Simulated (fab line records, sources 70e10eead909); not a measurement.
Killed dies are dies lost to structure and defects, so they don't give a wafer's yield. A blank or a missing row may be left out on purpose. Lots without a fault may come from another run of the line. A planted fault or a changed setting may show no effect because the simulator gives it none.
fab line records | flow nand_harc
record lots=6 wafers=18 last_day=32
route steps=1302 shown P_CONTACT@218
lots that met no fault: from a run of the same line without faults
start_h: hours from the record's first day to the start of the lot's first wafer shown | wait_h: hours since the lot's step before | " the same as in the row above | L1.1+2: a row that stands for several wafers | - no value, or no start given | * or withheld: withheld | < > ~ a bound
route shown NAME@n: a module of which the file shows steps, and the number in the route of the first | usual: mean/standard deviation of fault-free wafers | same: alike in all rows | chamber/n: place in a boat | sites: the reading at each site | _std_site: their standard deviation | _edge_site: outer sites' mean less inner sites' | radius_mm: how far each site lies from the wafer's centre | mask NAME#n: copy n | behind: the tool/chamber that last shaped the wafer | hold: why the lot was held/for how many hours/how that ended | device: the transistor (n, p or np) that didn't switch | end of line: the same wafers' tests at the end of the route | a step without rows: its recipe alone | killed: dies lost to structure and defects at the first sort, not the wafer's yield | map: a wafer's dies, x killed, . not, _ none there
set.NAME: the setting as run; set.NAME@STEP: as run at that earlier step | model.NAME: the simulator's own value behind a step, which no gauge read
lots at some steps of the route; a table a step, a row a wafer
services: from which hour (start_h, from the record's first day; less than 0 if before it) a tool's chamber was out of use, for how many hours, and why
## steps
# step NHARC_P_CONTACT_DEP_00
# recipe target_thk_a=5000 temp_c=400 pressure_torr=6.5 rf_w=900 teos_flow_sccm=161.4 flow_sccm=2650 target_thk_nm=500 gas=O2 material=SiO2
# usual heater_power_w=566/98 throttle_valve_pct=16.0/0.72
# columns lot.wafer tool chamber start_h wait_h heater_power_w throttle_valve_pct
L610.1 pecvd-01 2 - - 715 15.7
L610.5 " 2 " " 743 16.0
L610.4 " 0 " " 551 16.0
L613.2 pecvd-02 1 - - 560 15.8
L613.3 " 2 " " 594 14.9
L613.5 " 0 " " 416 17.4
L614.2 pecvd-01 0 - - 530 15.9
L614.3 " 1 " " 654 16.6
L614.5 " 2 " " 835 16.3
L617.1 pecvd-01 2 - - 808 16.4
L617.4 " 1 " " 619 16.6
L617.6 " 2 " " 828 16.1
L626.1 pecvd-04 2 - - 370 15.8
L626.6 " 1 " " 648 16.5
L626.5 " 0 " " 612 15.4
L627.2 pecvd-02 2 - - 630 15.2
L627.3 " 0 " " 581 16.9
L627.1 " 1 " " 585 15.4
# step NHARC_P_CONTACT_CMP_01
# recipe target_thk_nm=200 material=SiO2
# usual motor_current_A=12.2/1.8 pad_life_wafers=213/85
# columns lot.wafer tool chamber start_h wait_h motor_current_A pad_life_wafers
L610.1 cmp-04 0 166.22 - 13.9 211
L610.4 " 2 " " 11.5 213
L610.5 " 0 " " 14.5 -
L613.3 cmp-03 3 203.02 - 11.0 174
L613.2 " 1 " " 15.3 176
L613.5 " 3 " " 11.5 -
L614.2 cmp-01 2 214.03 - 10.3 78
L614.3 " 0 " " 10.0 80
L614.5 " 2 " " 10.6 -
L617.4 cmp-01 2 238.49 - 10.6 168
L617.1 " 1 " " 13.6 171
L617.6 " 2 " " 10.6 -
L626.1 cmp-03 0 325.15 - 13.0 243
L626.5 " 1 " " 16.1 -
L626.6 " 2 " " 11.9 -
L627.3 cmp-01 0 342.13 - 9.9 198
L627.1 " 1 " " 13.2 199
L627.2 " 2 " " 10.2 200
# step NHARC_P_CONTACT_SRD_03
# step NHARC_P_CONTACT_DEHYDRATE_04
# recipe temp_c=150 time_s=120
# step NHARC_P_CONTACT_HMDS_05
# recipe time_s=30
# step NHARC_P_CONTACT_COAT_33
# recipe temp_c=260 time_s=75
# step NHARC_P_CONTACT_COAT_34
# recipe temp_c=225 time_s=65
# step NHARC_P_CONTACT_COAT_06
# recipe spin_rpm=1500 resist_thk_nm=90
# step NHARC_P_CONTACT_SOFTBAKE_07
# recipe temp_c=105 time_s=55
# step NHARC_P_CONTACT_EBR_08
# step NHARC_P_CONTACT_EXPOSE_09
# recipe na=1.35 target_cd_nm=90 dose_mj=81.26 mask_id=P_CA
# step NHARC_P_CONTACT_PEB_10
# recipe peb_temp_c=100 peb_time_s=65
# columns lot.wafer tool chamber start_h wait_h
L610.1+4+5 litho_track-04 0 166.94 0.1
L613.2+3+5 litho_track-06 0 203.65 0.1
L614.2+3+5 litho_track-01 0 214.78 0.1
L617.1+4+6 litho_track-04 0 239.24 0.1
L626.1+5+6 litho_track-01 0 325.69 0.1
L627.1+2+3 litho_track-01 0 342.88 0.1
# step NHARC_P_CONTACT_DEVELOP_11
# recipe develop_time_s=35 dev_temp_c=23
# step NHARC_P_CONTACT_CD_MEAS_12
# recipe target_cd_nm=90 landing_energy_ev=500
# usual cd_nm=89.1/0.77
# columns lot.wafer tool chamber start_h wait_h cd_nm
L610.1 cd_sem-02 0 167.02 - 89.7
L610.4 " 0 " " 89.9
L610.5 " 0 " " 90.2
L613.2 cd_sem-03 0 203.73 - 88.5
L613.3 " 0 " " 88.0
L613.5 " 0 " " 88.5
L614.2 cd_sem-01 0 214.86 - 90.1
L614.3 " 0 " " 89.8
L614.5 " 0 " " 89.8
L617.1 cd_sem-02 0 239.32 - 88.7
L617.4 " 0 " " 89.7
L617.6 " 0 " " 89.3
L626.1 cd_sem-02 0 325.77 - 97.4
L626.5 " 0 " " 97.3
L626.6 " 0 " " 95.9
L627.1 cd_sem-03 0 342.96 - 96.9
L627.2 " 0 " " 96.8
L627.3 " 0 " " 97.0
# step NHARC_P_CONTACT_OVL_MEAS_13
# usual overlay_x_nm=-0.1/0.77 overlay_y_nm=-0.1/0.86
# columns lot.wafer tool chamber start_h wait_h overlay_x_nm overlay_y_nm
L610.1 overlay-02 - 167.11 - 0.1 -0.7
L610.4 " - " " 0.5 -0.8
L610.5 " - " " 0.4 -0.8
L613.2 overlay-01 - 203.82 - -0.5 0.7
L613.3 " - " " -0.6 0.4
L613.5 " - " " -0.6 0.7
L614.2 overlay-02 - 214.95 - -0.3 -1.2
L614.3 " - " " -0.1 -1.6
L614.5 " - " " 0.0 -1.3
L617.1 overlay-01 - 239.40 - -1.0 -1.0
L617.4 " - " " -1.0 -1.0
L617.6 " - " " -1.3 -0.8
L626.1 overlay-01 - 325.86 - -0.1 -0.3
L626.5 " - " " -0.3 -0.1
L626.6 " - " " 0.2 0.0
L627.1 overlay-02 - 343.05 - -0.2 0.2
L627.2 " - " " -0.5 0.4
L627.3 " - " " -0.8 -0.3
# step NHARC_P_CONTACT_INSPECT_14
# usual raw_defect_count=4.0/2.2
# columns lot.wafer tool chamber start_h wait_h raw_defect_count
L610.1 defect_inspect-01 - 167.15 0.0 2
L610.4 " - " " 4
L610.5 " - " " 3
L613.2 defect_inspect-02 - 203.85 0.0 5
L613.3 " - " " 2
L613.5 " - " " 3
L614.2 defect_inspect-02 - 214.99 0.0 5
L614.3 " - " " 2
L614.5 " - " " 2
L617.1 defect_inspect-01 - 239.44 0.0 3
L617.4 " - " " 1
L617.6 " - " " 2
L626.1 defect_inspect-01 - 325.90 0.0 3
L626.5 " - " " 6
L626.6 " - " " 5
L627.1 defect_inspect-02 - 343.08 0.0 3
L627.2 " - " " 4
L627.3 " - " " 6
# step NHARC_P_CONTACT_DESCUM_17
# recipe time_s=3 o2_flow_sccm=200 ar_flow_sccm=0 bias_power_w=0 chemistry=O2
# usual drypump_motor_current_A=5.9/0.4 mfc_ar_sccm=0.005/0.0081 oes_product_au=0.997/0.014 rf_vpp_V=57.8/0.89 showerhead_plenum_p_Torr=1.92/0.086 throttle_valve_pct=11.312/0.008
# same time_s=3
# columns lot.wafer tool chamber start_h wait_h drypump_motor_current_A mfc_ar_sccm oes_product_au rf_hours_counter_h rf_vpp_V showerhead_plenum_p_Torr throttle_valve_pct model.P_CONTACT.cd_nm
L610.1 rie_diel-06 3 167.23 0.1 6.5 0 0.999 2.1 58.3 1.88 11.315 88.99
L610.4 " 0 " " 5.7 0.007 1.006 - 57.9 1.97 11.310 89.51
L610.5 " 3 " " 6.5 0 1.010 - 57.4 1.88 11.306 89.18
L613.3 rie_diel-06 3 203.91 0.1 6.6 0 0.992 4.0 57.7 1.88 11.313 86.79
L613.2 " 0 " " 5.7 0.007 0.984 5.0 58.1 1.97 11.317 87.97
L613.5 " 3 " " 6.6 0 0.996 - 56.4 1.88 11.321 88.02
L614.3 rie_diel-01 0 215.05 0.1 5.4 0 1.023 0 56.9 1.79 11.302 89.49
L614.2 " 1 " " 6.1 0 1.008 0 56.9 1.97 11.324 91.21
L614.5 " 3 " " 5.4 0.002 0.994 - 58.0 1.92 11.309 89.71
L617.1 rie_diel-11 3 239.52 0.1 5.6 0 0.991 3.6 59.3 2.02 11.313 88.62
L617.4 " 0 " " 5.9 0 0.998 4.5 57.6 1.80 11.312 89.85
L617.6 " 1 " " 6.2 0.023 1.011 - 58.6 1.84 11.312 89.08
L626.1 rie_diel-06 2 325.97 0.1 5.7 0.010 1.000 0.8 58.8 2.01 11.316 96.37
L626.6 " 1 " " 5.1 0.025 0.983 - 56.1 1.92 11.323 95.75
L626.5 " 2 " " 5.7 0.010 0.994 - 57.2 2.01 11.319 96.77
L627.1 rie_diel-01 0 343.14 0.1 5.4 0 1.018 3.4 57.9 1.79 11.312 96.97
L627.2 " 1 " " 6.1 0 1.007 3.6 58.9 1.97 11.315 97.51
L627.3 " 3 " " 5.4 0.002 0.991 3.8 58.8 1.92 11.310 96.33
# step NHARC_P_CONTACT_ETCH_35
# recipe target_depth_a=390 over_etch_frac=0.3 time_s=65 ion_energy_ev=80 cf4_flow_sccm=150 ar_flow_sccm=0 rf_w=300 bias_w=100 chemistry=CF4
# usual drypump_motor_current_A=5.9/0.41 mfc_ar_sccm=0.005/0.008 oes_product_au=0.997/0.013 rf_vpp_V=151.3/1.2 showerhead_plenum_p_Torr=1.78/0.073 throttle_valve_pct=13.283/0.0096
# same time_s=65
# columns lot.wafer tool chamber start_h wait_h drypump_motor_current_A mfc_ar_sccm oes_product_au rf_hours_counter_h rf_vpp_V showerhead_plenum_p_Torr throttle_valve_pct
L610.1 rie_diel-06 0 167.33 0.1 5.7 0.007 1.000 1.9 152.5 1.82 13.285
L610.5 " 2 " " 5.7 0.010 0.980 - 151.1 1.85 13.279
L610.4 " 3 " " 6.5 0 1.001 - 151.1 1.74 13.282
L613.2 rie_diel-06 0 204.00 0.1 5.6 0.007 0.989 5.0 152.7 1.82 13.279
L613.3 " 3 " " 6.6 0 0.995 4.0 150.1 1.74 13.286
L613.5 " 0 " " 5.7 0.007 0.985 - 152.1 1.82 13.300
L614.2 rie_diel-01 2 215.13 0.1 5.8 0 0.995 0.0 152.3 1.82 13.295
L614.3 " 0 " " 5.4 0 1.023 0.0 151.1 1.66 13.281
L614.5 " 3 " " 5.4 0.002 0.972 - 150.4 1.77 13.279
L617.4 rie_diel-11 1 239.59 0.1 6.2 0.023 1.005 4.3 151.3 1.70 13.266
L617.1 " 0 " " 5.9 0 0.998 4.6 151.4 1.67 13.278
L617.6 " 1 " " 6.2 0.023 1.001 - 151.6 1.70 13.287
L626.1 rie_diel-06 3 326.05 0.1 6.5 0 0.993 0.7 151.2 1.74 13.304
L626.6 " 2 " " 5.7 0.010 0.996 - 152.4 1.85 13.265
L626.5 " 3 " " 6.5 0 0.993 - 151.5 1.74 13.280
L627.1 rie_diel-01 1 343.23 0.1 6.1 0 1.009 3.6 149.6 1.81 13.287
L627.2 " 2 " " 5.8 0 1.009 3.7 152.0 1.82 13.265
L627.3 " 3 " " 5.4 0.002 0.986 3.8 151.2 1.77 13.285
# step NHARC_P_CONTACT_ETCH_36
# recipe target_depth_a=2600 over_etch_frac=0.25 time_s=406.25 ion_energy_ev=200 n2_flow_sccm=150 h2_flow_sccm=150 ar_flow_sccm=0 rf_w=400 bias_w=150 chemistry=N2/H2
# usual drypump_motor_current_A=5.9/0.41 mfc_ar_sccm=0.005/0.0079 oes_product_au=0.996/0.014 rf_vpp_V=430.9/2.6 showerhead_plenum_p_Torr=2.05/0.092 throttle_valve_pct=14.171/0.0091
# same time_s=406.25
# columns lot.wafer tool chamber start_h wait_h drypump_motor_current_A mfc_ar_sccm oes_product_au rf_hours_counter_h rf_vpp_V showerhead_plenum_p_Torr throttle_valve_pct
L610.1 rie_diel-06 0 - - 5.6 0.007 1.007 2.0 432.1 2.11 14.167
L610.5 " 2 " " 5.7 0.010 0.980 - 432.4 2.14 14.162
L610.4 " 3 " " 6.5 0 1.001 - 429.9 2.00 14.160
L613.2 rie_diel-06 2 - - 5.7 0.010 0.986 4.7 432.4 2.14 14.164
L613.3 " 1 " " 5.1 0.025 0.981 3.1 430.0 2.05 14.169
L613.5 " 3 " " 6.6 0 0.992 - 429.3 2.00 14.189
L614.3 rie_diel-01 3 - - 5.4 0.002 0.983 0.1 431.1 2.05 14.174
L614.2 " 0 " " 5.4 0 1.022 0.1 427.3 1.90 14.183
L614.5 " 0 " " 5.4 0 1.022 - 427.1 1.90 14.164
L617.4 rie_diel-11 3 - - 5.6 0 1.001 3.7 433.9 2.15 14.178
L617.1 " 0 " " 5.9 0 0.979 4.6 427.0 1.91 14.181
L617.6 " 3 " " 5.7 0 0.996 - 433.7 2.15 14.180
L626.1 rie_diel-06 2 - - 5.7 0.010 0.995 0.9 431.7 2.14 14.184
L626.6 " 2 " " 5.7 0.010 1.001 - 432.8 2.14 14.166
L626.5 " 3 " " 6.6 0 0.999 - 428.5 2.00 14.176
L627.3 rie_diel-01 2 - - 5.8 0 1.007 3.7 431.4 2.10 14.155
L627.2 " 0 " " 5.4 0 1.014 3.5 424.7 1.90 14.180
L627.1 " 1 " " 6.1 0 1.014 3.7 432.3 2.10 14.183
# step NHARC_P_CONTACT_ETCH_18
# recipe target_depth_a=4810 time_s=240.5 c4f8_flow_sccm=20 o2_flow_sccm=10 ar_flow_sccm=withheld rf_w=600 bias_w=1500 chemistry=C4F8/O2/Ar
# usual oes_product_au=0.952/0.021 rf_vpp_V=979/5.8
# same time_s=240.5
# columns lot.wafer tool chamber start_h wait_h oes_product_au rf_hours_counter_h rf_vpp_V
L610.1 rie_diel-06 2 - - 0.902 2.1 984
L610.5 " 3 " " 0.918 - 975
L610.4 " 0 " " 0.926 - 985
L613.3 rie_diel-06 3 - - 0.956 4.3 976
L613.2 " 1 " " 0.954 3.1 978
L613.5 " 0 " " 0.951 - 983
L614.3 rie_diel-01 1 - - 0.969 0.2 981
L614.2 " 2 " " 0.971 0.2 982
L614.5 " 0 " " 0.971 - 969
L617.4 rie_diel-11 0 - - 0.949 4.8 970
L617.1 " 1 " " 0.966 4.5 972
L617.6 " 0 " " 0.962 - 970
L626.1 rie_diel-06 0 - - 0.966 1.0 983
L626.5 " 2 " " 0.962 - 984
L626.6 " 3 " " 0.970 - 975
L627.1 rie_diel-01 2 - - 0.981 3.9 982
L627.2 " 0 " " 0.963 3.6 969
L627.3 " 1 " " 0.971 3.8 981
# step NHARC_P_CONTACT_STRIP_37
# recipe c4f8_flow_sccm=withheld o2_flow_sccm=8 ar_flow_sccm=withheld bias_w=0 chemistry=C4F8/O2/Ar
# step NHARC_P_CONTACT_ETCH_31
# recipe target_depth_a=300 time_s=85.7 ion_energy_ev=120 over_etch_frac=1 ch3f_flow_sccm=50 o2_flow_sccm=30 ar_flow_sccm=200 rf_w=500 bias_w=100 chemistry=CH3F/O2
# usual drypump_motor_current_A=5.9/0.42 mfc_ar_sccm=200.0/0.61 oes_product_au=0.973/0.016 rf_vpp_V=244.6/1.8 showerhead_plenum_p_Torr=2.48/0.11 throttle_valve_pct=20.663/0.0095
# same time_s=85.7
# columns lot.wafer tool chamber start_h wait_h drypump_motor_current_A mfc_ar_sccm oes_product_au rf_hours_counter_h rf_vpp_V showerhead_plenum_p_Torr throttle_valve_pct model.P_CONTACT.cd_nm
L610.1 rie_diel-06 0 - - 5.7 200.1 0.964 2.3 244.4 2.53 20.658 85.44
L610.5 " 0 " " 5.7 200.1 0.954 - 245.5 2.53 20.660 87.15
L610.4 " 2 " " 5.7 200.4 0.947 - 245.2 2.58 20.650 88.22
L613.3 rie_diel-06 0 - - 5.7 200.0 0.970 5.3 243.2 2.53 20.658 84.19
L613.2 " 1 " " 5.1 199.7 0.976 3.2 242.3 2.47 20.680 85.29
L613.5 " 0 " " 5.7 200.4 0.971 - 243.6 2.53 20.663 87.05
L614.3 rie_diel-01 3 - - 5.4 199.2 0.965 0.3 245.6 2.46 20.650 90.01
L614.2 " 2 " " 5.8 199.7 0.998 0.2 246.5 2.53 20.669 90.54
L614.5 " 0 " " 5.5 199.2 1.005 - 240.9 2.30 20.670 89.44
L617.4 rie_diel-11 3 - - 5.6 200.3 0.982 4.0 246.1 2.59 20.665 86.04
L617.1 " 0 " " 5.9 200.5 0.968 4.9 241.7 2.31 20.655 88
L617.6 " 2 " " 6.5 199.3 0.966 - 246.1 2.61 20.661 86.84
L626.1 rie_diel-06 0 - - 5.7 199.8 0.988 1.1 245.3 2.53 20.650 97.38
L626.5 " 2 " " 5.7 199.4 0.977 - 246.1 2.57 20.668 98.7
L626.6 " 3 " " 6.6 200.4 0.978 - 244.6 2.41 20.642 96.06
L627.1 rie_diel-01 0 - - 5.4 200.3 0.991 3.6 240.9 2.30 20.657 94.92
L627.2 " 1 " " 6.1 200.5 0.981 3.8 245.3 2.52 20.659 97.18
L627.3 " 2 " " 5.8 200.7 1.004 4.0 245.4 2.53 20.651 96.05
# step NHARC_P_CONTACT_CD_MEAS_19
# usual cd_nm=88.1/2.2
# columns lot.wafer tool chamber start_h wait_h cd_nm
L610.1 cd_sem-03 - 168.23 - 85.3
L610.4 " - " " 88.2
L610.5 " - " " 87.3
L613.2 cd_sem-02 - 204.78 - 85.1
L613.3 " - " " 84.1
L613.5 " - " " 87.0
L614.2 cd_sem-01 - 215.92 - 90.4
L614.3 " - " " 90.1
L614.5 " - " " 89.1
L617.1 cd_sem-02 - 240.37 - 87.8
L617.4 " - " " 86.0
L617.6 " - " " 86.9
L626.1 cd_sem-03 - 326.83 - 97.5
L626.5 " - " " 99.1
L626.6 " - " " 96.4
L627.1 cd_sem-03 - 344.02 - 95.1
L627.2 " - " " 97.1
L627.3 " - " " 96.0
## services
# columns tool chamber start_h hours kind
rie_diel-11 3 147.99 31.1 repair
litho_track-01 - 155.00 7.0 pm
rie_diel-06 1 167.17 25.8 repair
pecvd-01 1 184.17 3.5 repair
cmp-01 - 185.64 4.0 pm
rie_diel-06 3 194.01 7.7 repair
rie_diel-11 3 195.82 24.4 repair
rie_diel-06 2 196.13 3.6 repair
cmp-01 - 201.67 2.5 repair
rie_diel-01 - 203.82 9.0 pm
cmp-01 - 208.03 2.3 repair
pecvd-01 - 250.42 1.2 repair
cmp-01 - 251.69 4.4 repair
rie_diel-11 - 255.50 9.0 pm
cmp-01 - 283.64 4.0 pm
rie_diel-01 0 283.83 6.9 repair
rie_diel-06 0 286.71 3.3 repair
rie_diel-06 1 291.09 17.1 repair
rie_diel-06 - 307.42 9.0 pm
cmp-01 - 310.13 2.1 repair
pecvd-01 - 311.37 13.0 pm
rie_diel-01 2 328.11 8.5 repair
litho_track-01 - 330.00 7.0 pm
rie_diel-11 3 341.57 1.4 repair
## key
first_sign step=NHARC_P_CONTACT_CD_MEAS_12 reading=cd_nm direction=up sigmas=10 usual=89.1 struck=96.9
effect step=NHARC_P_CONTACT_CD_MEAS_19 reading=cd_nm direction=up sigmas=4 usual=88.1 struck=96.9
model_effect step=NHARC_P_CONTACT_DESCUM_17 value=P_CONTACT.cd_nm without=89.73 struck=96.62
model_effect step=NHARC_P_CONTACT_ETCH_31 value=P_CONTACT.cd_nm without=89.83 struck=96.72
met_at NHARC_P_CONTACT_PEB_10
struck_wafers L626.1,L626.5,L626.6,L627.1,L627.2,L627.3
sort_left_out L626.1,L626.5,L626.6,L627.1,L627.2,L627.3
tester_left_out L626,L627
onset_between 214.78 325.69
also_fits time
fault kind=process_parameter_drift tool=litho_track-01 chamber=- onset_h=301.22 steps=NHARC_P_CONTACT_PEB_10 channel=peb_time_s offset=* shape=step end_h=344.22 acts_in=* stated=*
# tester_left_out: of these lots the tester's yield and bins aren't shown, on N5 and GAA mostly nor the transistor test; their killed dies are dies lost to structure and defects alone, not to doping, threshold or leakage, so they don't give the yield
# sort_left_out: the simulated sort isn't trusted on such a fault, so these wafers' sort isn't shown, and their yield isn't known
